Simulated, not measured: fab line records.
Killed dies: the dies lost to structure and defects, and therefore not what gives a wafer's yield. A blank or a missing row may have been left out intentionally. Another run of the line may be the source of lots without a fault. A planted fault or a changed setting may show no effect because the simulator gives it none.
fab line records -- flow n5_finfet -- part 1 of 2: steps 1 to 3 of 6
record: lots: 24, wafers: 72, last_day: 18
route steps=1938 shown SD_EPI_N@279 SD_EPI_P@310 SD_ACTIVATION@331 ILD0@345
lots with no fault: from the same line, run without faults
start_h: the number of hours between the record's first day and the start of the first shown wafer of the lot -- wait_h: time in hours since the lot's previous step -- " same as the row above -- L1.1+2: several wafers, shown together as one row -- - value missing, or start not given -- * or withheld: withheld -- < > ~ a bound
route shown NAME@n: NAME is a module with steps in the file, n the number in the route of the first one -- usual: average and standard deviation across the fault-free wafers -- same: alike in all rows -- chamber/n: place in a boat -- sites: per-site readings -- _std_site: the standard deviation of these -- _edge_site: the outer-site mean with the inner-site mean subtracted -- radius_mm: for every site, how far away it sits from the centre of the wafer -- mask NAME#n: copy n -- behind: tool/chamber where the wafer was last shaped -- hold: what put the lot on hold/how long, in hours/how the hold closed -- device: the n, p or np transistor that did not switch -- end of line: at the end of the route, the tests of the same wafers -- step lacking rows: just its recipe -- killed: the dies lost at the first sort to structure and to defects; this is not the yield of the wafer -- map: shows each die of a wafer: x if killed, . if not, _ if none is there
set.NAME: the setting that was run; set.NAME@STEP: the one run at that earlier step -- model.NAME: the simulator's own value behind a step, which no gauge read
the route's steps for a sample of lots (tables are steps, rows are wafers)
services: from which hour (start_h, from the record's first day; less than 0 if before it) a tool's chamber was out of use, for how many hours, and why
== steps ==
step: N5_SD_EPI_N_ETCH_16
recipe: chemistry: CHF3/O2, target: SiO2, target_depth_a: 50, mask_material: SOC, pressure_mtorr: 30, source_w: 650, bias_w: 170, Ar_flow_sccm: 200, CHF3_flow_sccm: 50, O2_flow_sccm: 5, ion_energy_ev: 200
usual: drypump_motor_current_A: 5.61/0.29, oes_product_au: 0.80/0.094, rf_vpp_V: 524/4.3, showerhead_plenum_p_Torr: 2.41/0.094, throttle_valve_pct: 18.92/0.24
lot.wafer,tool,chamber,start_h,wait_h,drypump_motor_current_A,oes_product_au,rf_hours_counter_h,rf_vpp_V,showerhead_plenum_p_Torr,throttle_valve_pct
L074.1,rie_diel-03,0,54.93,0.1,5.26,0.66,237,517,2.29,19.08
L074.4,rie_diel-03,2,54.93,0.1,5.48,0.72,-,530,2.50,19.34
L074.5,rie_diel-03,0,54.93,0.1,5.28,0.67,-,517,2.29,19.08
L075.1,rie_diel-01,1,61.63,0.1,5.96,0.80,94,524,2.32,18.80
L075.2,rie_diel-01,0,61.63,0.1,5.63,0.80,103,528,2.34,18.91
L075.6,rie_diel-01,2,61.63,0.1,5.88,0.75,-,524,2.41,19.04
L076.1,rie_diel-01,3,66.61,0.1,5.47,0.87,43,522,2.35,18.85
L076.4,rie_diel-01,1,66.61,0.1,5.96,0.80,97,523,2.32,18.77
L076.5,rie_diel-01,2,66.61,0.1,5.88,0.76,-,525,2.41,19.04
L077.2,rie_diel-03,2,66.77,0.1,5.51,0.72,186,530,2.50,19.34
L077.5,rie_diel-03,2,66.77,0.1,5.52,0.71,-,531,2.50,19.34
L077.6,rie_diel-03,3,66.77,0.1,5.75,0.73,-,520,2.30,18.98
L078.1,rie_diel-05,1,74.86,0.1,5.75,0.71,228,531,2.38,19.00
L078.3,rie_diel-05,2,74.86,0.1,4.89,0.68,253,520,2.46,18.75
L078.4,rie_diel-05,1,74.86,0.1,5.82,0.72,-,528,2.38,18.97
L079.2,rie_diel-01,0,79.50,0.1,5.66,0.79,110,526,2.34,18.91
L079.5,rie_diel-01,0,79.50,0.1,5.67,0.79,-,527,2.34,18.91
L079.6,rie_diel-01,1,79.50,0.1,5.97,0.80,-,525,2.32,18.81
L080.2,rie_diel-01,2,85.26,0.1,5.90,0.75,155,524,2.40,19.06
L080.3,rie_diel-01,1,85.26,0.1,5.95,0.80,105,523,2.32,18.81
L080.4,rie_diel-01,0,85.26,0.1,5.68,0.79,112,528,2.34,18.92
L081.4,rie_diel-05,1,93.13,0.0,5.77,0.70,-,529,2.38,18.99
L081.5,rie_diel-05,0,93.13,0.0,5.58,0.76,-,522,2.41,18.91
L081.6,rie_diel-05,3,93.13,0.0,5.54,0.96,-,524,2.58,18.70
L082.2,rie_diel-01,0,99.41,0.1,5.66,0.79,116,527,2.34,18.93
L082.4,rie_diel-01,1,99.41,0.1,5.97,0.80,108,524,2.32,18.80
L082.5,rie_diel-01,2,99.41,0.1,5.90,0.74,-,524,2.40,19.05
L083.1,rie_diel-03,2,103.93,0.1,5.50,0.70,199,530,2.50,19.39
L083.2,rie_diel-03,1,103.93,0.1,6.05,0.95,14,536,2.57,18.90
L083.3,rie_diel-03,3,103.93,0.1,5.76,0.71,192,520,2.30,19.01
L084.1,rie_diel-05,1,111.80,0.1,5.77,0.71,241,529,2.37,19.00
L084.2,rie_diel-05,3,111.80,0.1,5.53,0.95,12,523,2.57,18.73
L084.6,rie_diel-05,3,111.80,0.1,5.52,0.96,-,525,2.57,18.70
L085.1,rie_diel-05,2,119.93,0.1,4.93,0.96,11,518,2.45,18.36
L085.5,rie_diel-05,3,119.93,0.1,5.56,0.93,-,523,2.57,18.71
L085.6,rie_diel-05,0,119.93,0.1,5.64,0.76,-,523,2.40,18.93
L086.2,rie_diel-05,2,123.91,0.1,4.85,0.95,12,516,2.45,18.33
L086.4,rie_diel-05,1,123.91,0.1,5.75,0.70,246,529,2.37,19.00
L086.5,rie_diel-05,1,123.91,0.1,5.80,0.69,-,529,2.37,19.01
L087.1,rie_diel-03,2,128.92,0.1,5.52,0.70,211,530,2.49,19.38
L087.3,rie_diel-03,0,128.92,0.1,5.29,0.99,3,526,2.58,18.70
L087.4,rie_diel-03,1,128.92,0.1,6.03,0.92,26,534,2.56,18.90
L088.3,rie_diel-01,0,135.74,0.1,5.68,0.78,129,526,2.33,18.94
L088.5,rie_diel-01,1,135.74,0.1,5.99,0.78,-,523,2.31,18.82
L088.6,rie_diel-01,0,135.74,0.1,5.68,0.78,-,524,2.33,18.95
L089.1,rie_diel-01,2,141.16,0.1,5.89,0.73,175,523,2.40,19.08
L089.5,rie_diel-01,1,141.16,0.1,5.98,0.78,-,523,2.31,18.83
L089.6,rie_diel-01,2,141.16,0.1,5.87,0.74,-,524,2.40,19.06
L090.1,rie_diel-03,3,144.96,0.1,5.71,0.71,208,520,2.29,19.04
L090.4,rie_diel-03,1,144.96,0.1,6.02,0.92,30,535,2.56,18.92
L090.6,rie_diel-03,2,144.96,0.1,5.49,0.70,-,529,2.49,19.40
L091.2,rie_diel-03,2,151.65,0.1,5.48,0.70,217,530,2.49,19.40
L091.3,rie_diel-03,0,151.65,0.1,5.29,0.96,10,524,2.57,18.70
L091.6,rie_diel-03,2,151.65,0.1,5.48,0.69,-,531,2.49,19.41
L092.3,rie_diel-03,3,158.75,0.1,5.74,0.69,213,520,2.29,19.05
L092.4,rie_diel-03,3,158.75,0.1,5.74,0.70,-,520,2.29,19.04
L092.5,rie_diel-03,0,158.75,0.1,5.26,0.95,-,525,2.57,18.69
L093.1,rie_diel-03,2,163.86,0.1,5.49,0.69,222,530,2.49,19.41
L093.3,rie_diel-03,3,163.86,0.1,5.75,0.70,215,521,2.29,19.05
L093.6,rie_diel-03,0,163.86,0.1,5.29,0.95,-,525,2.57,18.71
L094.1,rie_diel-01,0,171.13,0.1,5.66,0.77,143,527,2.33,18.97
L094.2,rie_diel-01,3,171.13,0.1,5.49,0.83,80,521,2.33,18.89
L094.5,rie_diel-01,1,171.13,0.1,5.96,0.78,-,524,2.31,18.84
L095.2,rie_diel-05,3,174.78,0.1,5.53,0.89,37,524,2.56,18.74
L095.3,rie_diel-05,1,174.78,0.1,5.84,0.95,7,528,2.37,18.64
L095.6,rie_diel-05,3,174.78,0.1,5.54,0.89,-,524,2.56,18.75
L096.4,rie_diel-05,1,180.69,0.1,5.79,0.95,9,529,2.37,18.65
L096.5,rie_diel-05,3,180.69,0.1,5.53,0.88,-,524,2.56,18.75
L096.6,rie_diel-05,0,180.69,0.1,5.54,0.75,-,523,2.40,18.97
L097.1,rie_diel-05,0,187.73,0.1,5.58,0.74,174,523,2.40,18.95
L097.3,rie_diel-05,3,187.73,0.1,5.55,0.88,42,525,2.56,18.76
L097.4,rie_diel-05,1,187.73,0.1,5.81,0.94,11,528,2.37,18.65
step: N5_SD_EPI_P_ETCHBACK_46
recipe: chemistry: CH3F/O2, mode: anisotropic_etchback, target: SiNx, target_depth_a: 175, stop_on: SiO2, over_etch_frac: 0.3, ion_energy_ev: 120, pressure_mtorr: 30, source_w: 395, bias_w: 73, Ar_flow_sccm: 150, CH3F_flow_sccm: 30, O2_flow_sccm: 20
usual: drypump_motor_current_A: 5.4/0.33, oes_product_au: 0.66/0.076, rf_vpp_V: 297.0/2.6, showerhead_plenum_p_Torr: 1.98/0.061, throttle_valve_pct: 16.44/0.28
lot.wafer,tool,chamber,start_h,wait_h,drypump_motor_current_A,oes_product_au,rf_hours_counter_h,rf_vpp_V,showerhead_plenum_p_Torr,throttle_valve_pct
L074.1,rie_diel-04,0,59.18,0.0,5.1,0.58,236,293.7,1.97,16.75
L074.4,rie_diel-04,3,59.18,0.0,5.6,0.81,13,293.9,1.97,15.89
L074.5,rie_diel-04,3,59.18,0.0,5.6,0.81,-,296.0,1.96,15.91
L075.1,rie_diel-04,1,66.63,0.0,5.1,0.66,115,297.1,2.02,16.07
L075.2,rie_diel-04,3,66.63,0.0,5.6,0.81,16,297.2,1.96,15.91
L075.6,rie_diel-04,2,66.63,0.0,5.8,0.60,-,295.7,1.90,16.76
L076.1,rie_diel-06,2,71.46,0.0,5.4,0.61,216,297.6,1.90,16.64
L076.4,rie_diel-06,1,71.46,0.0,4.9,0.69,112,302.9,2.10,16.44
L076.5,rie_diel-06,2,71.46,0.0,5.4,0.61,-,298.3,1.90,16.63
L077.2,rie_diel-04,0,71.74,0.0,5.1,0.58,241,292.7,1.97,16.76
L077.5,rie_diel-04,1,71.74,0.0,5.2,0.66,-,297.6,2.02,16.08
L077.6,rie_diel-04,2,71.74,0.0,5.8,0.61,-,296.3,1.90,16.78
L078.1,rie_diel-06,0,79.70,0.0,5.3,0.67,124,298.5,2.01,16.67
L078.3,rie_diel-06,2,79.70,0.0,5.4,0.60,218,298.2,1.90,16.65
L078.4,rie_diel-06,1,79.70,0.0,4.9,0.69,114,301.9,2.10,16.45
L079.2,rie_diel-04,3,85.11,0.0,5.6,0.80,20,295.6,1.96,15.91
L079.5,rie_diel-04,3,85.11,0.0,5.6,0.80,-,294.7,1.96,15.92
L079.6,rie_diel-04,2,85.11,0.0,5.8,0.60,-,297.0,1.90,16.78
L080.2,rie_diel-06,0,90.11,0.0,5.2,0.66,127,298.5,2.01,16.68
L080.3,rie_diel-06,3,90.11,0.0,5.9,0.59,247,295.2,1.96,16.62
L080.4,rie_diel-06,2,90.11,0.0,5.4,0.60,222,299.5,1.90,16.64
L081.4,rie_diel-02,0,97.34,0.0,5.4,0.69,84,295.5,1.95,16.31
L081.5,rie_diel-02,2,97.34,0.0,6.0,0.65,-,296.2,2.00,16.36
L081.6,rie_diel-02,3,97.34,0.0,5.2,0.63,-,294.7,1.99,16.19
L082.2,rie_diel-06,1,103.64,0.0,4.9,0.68,123,302.2,2.10,16.47
L082.4,rie_diel-06,1,103.64,0.0,4.9,0.67,-,302.4,2.10,16.49
L082.5,rie_diel-06,0,103.64,0.0,5.3,0.66,-,297.5,2.01,16.69
L083.1,rie_diel-06,0,108.45,0.0,5.3,0.67,135,297.3,2.01,16.70
L083.2,rie_diel-06,2,108.45,0.0,5.4,0.60,229,298.4,1.90,16.66
L083.3,rie_diel-06,1,108.45,0.0,4.9,0.67,125,302.9,2.10,16.48
L084.1,rie_diel-06,2,116.03,0.0,5.4,0.60,232,297.7,1.90,16.66
L084.2,rie_diel-06,3,116.03,0.0,5.9,0.87,0,294.9,1.96,16.18
L084.6,rie_diel-06,0,116.03,0.0,5.3,0.66,-,296.8,2.01,16.72
L085.1,rie_diel-06,0,124.04,0.0,5.3,0.65,142,298.3,2.01,16.72
L085.5,rie_diel-06,3,124.04,0.0,5.9,0.84,-,293.7,1.96,16.17
L085.6,rie_diel-06,0,124.04,0.0,5.3,0.65,-,297.3,2.01,16.71
L086.2,rie_diel-02,2,128.13,0.0,6.1,0.65,148,296.0,2.00,16.39
L086.4,rie_diel-02,0,128.13,0.0,5.4,0.69,93,295.2,1.94,16.32
L086.5,rie_diel-02,0,128.13,0.0,5.4,0.69,-,294.6,1.94,16.33
L087.1,rie_diel-06,1,133.06,0.0,4.9,0.66,135,302.3,2.09,16.49
L087.3,rie_diel-06,2,133.06,0.0,5.4,0.59,237,296.7,1.89,16.68
L087.4,rie_diel-06,3,133.06,0.0,5.9,0.83,7,293.3,1.96,16.16
L088.3,rie_diel-04,2,140.71,0.0,5.8,0.59,234,293.7,1.90,16.78
L088.5,rie_diel-04,2,140.71,0.0,5.8,0.59,-,296.1,1.90,16.80
L088.6,rie_diel-04,0,140.71,0.0,5.1,0.57,-,292.6,1.96,16.81
L089.1,rie_diel-04,3,146.14,0.0,5.6,0.77,40,295.5,1.96,15.95
L089.5,rie_diel-04,2,146.14,0.0,5.8,0.59,-,295.5,1.90,16.81
L089.6,rie_diel-04,3,146.14,0.0,5.6,0.76,-,296.5,1.96,15.96
L090.1,rie_diel-06,2,149.33,0.0,5.4,0.59,243,296.1,1.89,16.69
L090.4,rie_diel-06,0,149.33,0.0,5.2,0.65,149,297.7,2.00,16.73
L090.6,rie_diel-06,1,149.33,0.0,4.9,0.66,-,302.6,2.09,16.51
L091.2,rie_diel-02,3,156.22,0.0,5.2,0.61,199,295.9,1.98,16.21
L091.3,rie_diel-02,0,156.22,0.0,5.4,0.68,96,296.4,1.94,16.31
L091.6,rie_diel-02,1,156.22,0.0,5.9,0.62,-,298.3,2.05,16.35
L092.3,rie_diel-02,2,163.59,0.0,6.0,0.64,159,296.9,2.00,16.41
L092.4,rie_diel-02,0,163.59,0.0,5.4,0.68,99,295.2,1.94,16.33
L092.5,rie_diel-02,0,163.59,0.0,5.4,0.68,-,295.9,1.94,16.33
L093.1,rie_diel-04,2,168.24,0.0,5.9,0.59,249,296.2,1.89,16.83
L093.3,rie_diel-04,3,168.24,0.0,5.6,0.75,52,295.5,1.95,15.98
L093.6,rie_diel-04,3,168.24,0.0,5.6,0.76,-,296.0,1.95,15.98
L094.1,rie_diel-06,2,175.88,0.0,5.4,0.59,247,298.0,1.89,16.68
L094.2,rie_diel-06,3,175.88,0.0,5.9,0.81,16,295.6,1.96,16.20
L094.5,rie_diel-06,1,175.88,0.0,4.9,0.66,-,303.5,2.09,16.53
L095.2,rie_diel-06,0,179.06,0.0,5.2,0.65,154,296.7,2.00,16.73
L095.3,rie_diel-06,3,179.06,0.0,5.9,0.80,17,295.5,1.96,16.20
L095.6,rie_diel-06,2,179.06,0.0,5.4,0.58,-,297.1,1.89,16.69
L096.4,rie_diel-04,0,184.96,0.1,5.1,0.83,-,292.9,1.96,16.32
L096.5,rie_diel-04,3,184.96,0.1,5.6,0.75,-,293.1,1.95,15.98
L096.6,rie_diel-04,1,184.96,0.1,5.1,0.64,-,298.9,2.01,16.12
L097.1,rie_diel-04,3,193.03,0.0,5.6,0.74,60,294.7,1.95,15.98
L097.3,rie_diel-04,0,193.03,0.0,5.1,0.82,4,293.5,1.96,16.34
L097.4,rie_diel-04,0,193.03,0.0,5.1,0.84,-,291.6,1.96,16.34
step: N5_SD_EPI_P_ETCH_47
recipe: chemistry: CH3F/O2, target: SiOCN, target_depth_a: 250, mask_material: SOC, ion_energy_ev: 60, bias_w: 29, pressure_mtorr: 30, source_w: 410, Ar_flow_sccm: 150, CH3F_flow_sccm: 30, O2_flow_sccm: 20
usual: drypump_motor_current_A: 5.4/0.33, oes_product_au: 0.78/0.092, rf_vpp_V: 127.2/1.4, showerhead_plenum_p_Torr: 1.98/0.061, throttle_valve_pct: 16.41/0.28
lot.wafer,tool,chamber,start_h,wait_h,drypump_motor_current_A,oes_product_au,rf_hours_counter_h,rf_vpp_V,showerhead_plenum_p_Torr,throttle_valve_pct
L074.1,rie_diel-04,0,59.28,0.1,5.1,0.68,236,124.5,1.97,16.74
L074.4,rie_diel-04,3,59.28,0.1,5.6,0.96,13,125.9,1.96,15.88
L074.5,rie_diel-04,3,59.28,0.1,5.6,0.96,-,125.1,1.96,15.88
L075.1,rie_diel-04,1,66.73,0.1,5.1,0.79,115,127.0,2.02,16.05
L075.2,rie_diel-04,3,66.73,0.1,5.6,0.95,16,127.0,1.96,15.88
L075.6,rie_diel-04,2,66.73,0.1,5.9,0.69,-,126.1,1.90,16.75
L076.1,rie_diel-06,2,71.56,0.1,5.4,0.70,216,126.6,1.90,16.61
L076.4,rie_diel-06,1,71.56,0.1,4.9,0.81,112,129.9,2.10,16.44
L076.5,rie_diel-06,2,71.56,0.1,5.4,0.71,-,127.4,1.90,16.61
L077.2,rie_diel-04,0,71.84,0.1,5.1,0.68,241,125.9,1.97,16.73
L077.5,rie_diel-04,1,71.84,0.1,5.2,0.78,-,127.4,2.02,16.06
L077.6,rie_diel-04,2,71.84,0.1,5.9,0.71,-,126.2,1.90,16.74
L078.1,rie_diel-06,0,79.80,0.1,5.3,0.78,124,128.0,2.01,16.65
L078.3,rie_diel-06,2,79.80,0.1,5.4,0.70,218,129.2,1.90,16.61
L078.4,rie_diel-06,1,79.80,0.1,4.9,0.80,114,129.8,2.10,16.42
L079.2,rie_diel-04,3,85.21,0.1,5.6,0.93,20,127.3,1.96,15.89
L079.5,rie_diel-04,3,85.21,0.1,5.6,0.93,-,126.8,1.96,15.90
L079.6,rie_diel-04,2,85.21,0.1,5.8,0.70,-,126.4,1.90,16.73
L080.2,rie_diel-06,0,90.21,0.1,5.3,0.77,127,128.5,2.01,16.69
L080.3,rie_diel-06,3,90.21,0.1,5.9,0.68,248,126.1,1.96,16.60
L080.4,rie_diel-06,2,90.21,0.1,5.4,0.71,222,128.6,1.90,16.63
L081.4,rie_diel-02,0,97.44,0.1,5.4,0.82,84,127.1,1.95,16.26
L081.5,rie_diel-02,2,97.44,0.1,6.1,0.77,-,125.6,2.00,16.34
L081.6,rie_diel-02,3,97.44,0.1,5.2,0.73,-,126.9,1.99,16.15
L082.2,rie_diel-06,1,103.74,0.1,4.9,0.80,123,127.9,2.10,16.46
L082.4,rie_diel-06,1,103.74,0.1,4.9,0.80,-,128.4,2.10,16.44
L082.5,rie_diel-06,0,103.74,0.1,5.2,0.77,-,128.2,2.01,16.67
L083.1,rie_diel-06,0,108.55,0.1,5.3,0.76,135,128.6,2.01,16.68
L083.2,rie_diel-06,2,108.55,0.1,5.4,0.69,229,127.9,1.90,16.64
L083.3,rie_diel-06,1,108.55,0.1,4.9,0.78,125,130.4,2.10,16.44
L084.1,rie_diel-06,2,116.13,0.1,5.4,0.70,232,127.1,1.90,16.64
L084.2,rie_diel-06,3,116.13,0.1,5.9,1.00,0,127.5,1.96,16.14
L084.6,rie_diel-06,0,116.13,0.1,5.3,0.78,-,126.4,2.01,16.68
L085.1,rie_diel-06,0,124.14,0.1,5.3,0.76,142,126.5,2.01,16.70
L085.5,rie_diel-06,3,124.14,0.1,5.9,0.98,-,126.6,1.96,16.14
L085.6,rie_diel-06,0,124.14,0.1,5.3,0.76,-,126.7,2.01,16.70
L086.2,rie_diel-02,2,128.23,0.1,6.0,0.74,148,128.0,2.00,16.36
L086.4,rie_diel-02,0,128.23,0.1,5.4,0.80,93,127.1,1.94,16.28
L086.5,rie_diel-02,0,128.23,0.1,5.4,0.80,-,126.1,1.94,16.29
L087.1,rie_diel-06,1,133.16,0.1,4.9,0.78,135,129.9,2.09,16.47
L087.3,rie_diel-06,2,133.16,0.1,5.4,0.69,237,127.6,1.89,16.66
L087.4,rie_diel-06,3,133.16,0.1,5.9,0.96,7,124.7,1.96,16.15
L088.3,rie_diel-04,2,140.81,0.1,5.9,0.69,234,125.9,1.90,16.79
L088.5,rie_diel-04,2,140.81,0.1,5.9,0.69,-,126.8,1.90,16.76
L088.6,rie_diel-04,0,140.81,0.1,5.1,0.66,-,125.4,1.96,16.80
L089.1,rie_diel-04,3,146.24,0.1,5.6,0.91,40,127.1,1.96,15.94
L089.5,rie_diel-04,2,146.24,0.1,5.8,0.69,-,126.9,1.90,16.78
L089.6,rie_diel-04,3,146.24,0.1,5.6,0.91,-,125.9,1.96,15.91
L090.1,rie_diel-06,2,149.43,0.1,5.3,0.69,243,129.3,1.89,16.65
L090.4,rie_diel-06,0,149.43,0.1,5.3,0.75,149,127.2,2.00,16.70
L090.6,rie_diel-06,1,149.43,0.1,4.9,0.78,-,130.8,2.09,16.46
L091.2,rie_diel-02,3,156.32,0.1,5.2,0.71,199,125.7,1.98,16.18
L091.3,rie_diel-02,0,156.32,0.1,5.4,0.79,96,126.6,1.94,16.29
L091.6,rie_diel-02,1,156.32,0.1,5.8,0.72,-,127.7,2.05,16.31
L092.3,rie_diel-02,2,163.69,0.1,6.0,0.74,159,126.4,2.00,16.39
L092.4,rie_diel-02,0,163.69,0.1,5.4,0.81,99,127.3,1.94,16.28
L092.5,rie_diel-02,0,163.69,0.1,5.4,0.80,-,126.6,1.94,16.30
L093.1,rie_diel-04,2,168.34,0.1,5.8,0.68,249,128.0,1.89,16.81
L093.3,rie_diel-04,3,168.34,0.1,5.6,0.88,52,126.4,1.95,15.96
L093.6,rie_diel-04,3,168.34,0.1,5.6,0.89,-,125.0,1.95,15.94
L094.1,rie_diel-06,2,175.98,0.1,5.4,0.68,247,128.0,1.89,16.66
L094.2,rie_diel-06,3,175.98,0.1,5.9,0.93,16,126.0,1.96,16.18
L094.5,rie_diel-06,1,175.98,0.1,4.9,0.77,-,129.2,2.09,16.48
L095.2,rie_diel-06,0,179.16,0.1,5.3,0.76,154,127.3,2.00,16.71
L095.3,rie_diel-06,3,179.16,0.1,5.8,0.94,17,126.4,1.96,16.17
L095.6,rie_diel-06,2,179.16,0.1,5.4,0.69,-,127.9,1.89,16.67
L096.4,rie_diel-04,0,185.06,0.1,5.1,0.98,-,125.3,1.96,16.31
L096.5,rie_diel-04,3,185.06,0.1,5.6,0.88,-,126.2,1.95,15.97
L096.6,rie_diel-04,1,185.06,0.1,5.1,0.76,-,127.8,2.01,16.09
L097.1,rie_diel-04,3,193.13,0.1,5.6,0.88,60,126.3,1.95,15.96
L097.3,rie_diel-04,0,193.13,0.1,5.1,0.97,4,124.2,1.96,16.31
L097.4,rie_diel-04,0,193.13,0.1,5.1,0.98,-,126.1,1.96,16.31
